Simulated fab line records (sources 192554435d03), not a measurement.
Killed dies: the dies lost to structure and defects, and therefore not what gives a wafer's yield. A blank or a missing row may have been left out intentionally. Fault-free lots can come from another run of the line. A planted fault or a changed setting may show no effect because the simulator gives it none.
2 desks looking at one fault / flow n5_finfet / each desk holds nothing but its own numbers, with what lay behind them at the end

## AT THE METROLOGY DESK
What the gauges read, lot by lot, whatever tool the lot ran on: means of the sampled wafers that have a number. If a lot's mean is further than 4 standard deviations from the usual mean, the lot is out of limits and carries the mark OUT (the distance appears in the brackets).
Columns: A = trench_depth_nm at N5_BEOL_M8_OCD_MEAS_38, usual 93.3 nm
lot=L508; first seen here=day 9 05:02; A=92.4
lot=L510; first seen here=day 9 13:29; A=92.6
lot=L511; first seen here=day 9 18:56; A=92.4
lot=L512; first seen here=day 10 04:20; A=90.7
lot=L513; first seen here=day 10 15:29; A=91.5
lot=L514; first seen here=day 10 15:54; A=93.5
lot=L528; first seen here=day 15 03:39; A=94.1
lot=L531; first seen here=day 15 08:22; A=93.0
lot=L529; first seen here=day 15 08:43; A=94.0
lot=L530; first seen here=day 15 11:06; A=93.2
This desk's verdict: no lot among the 10 shows anything out of limits.

## TOOL OWNER'S DESK, wet_bench-03
The tool's own readings at N5_BEOL_M8_HM_STRIP_39 (strips TiN in peroxide tin strip, target depth 25 nm, time 158 s): means of the sampled wafers that have a number, for each lot that ran on this tool. If a lot's mean is further than 4 standard deviations from the usual mean, the lot is out of limits and carries the mark OUT (the distance appears in the brackets).
Columns: A = bath_guard_temp_C at N5_BEOL_M8_HM_STRIP_39, usual 50.0 C; B = bath_heat_duty_pct at N5_BEOL_M8_HM_STRIP_39, usual 7.4 %
lot=L510; first seen here=day 9 13:31; A=50.3; B=7.5
lot=L512; first seen here=day 10 04:25; A=50.3; B=7.6
This desk's verdict: no lot among the 2 shows anything out of limits.

## TAKEN TOGETHER
Nothing out of limits was seen by the metrology desk.
The desk of the tool owner found nothing out of limits.

## WHAT THE SIMULATOR HAD PUT IN
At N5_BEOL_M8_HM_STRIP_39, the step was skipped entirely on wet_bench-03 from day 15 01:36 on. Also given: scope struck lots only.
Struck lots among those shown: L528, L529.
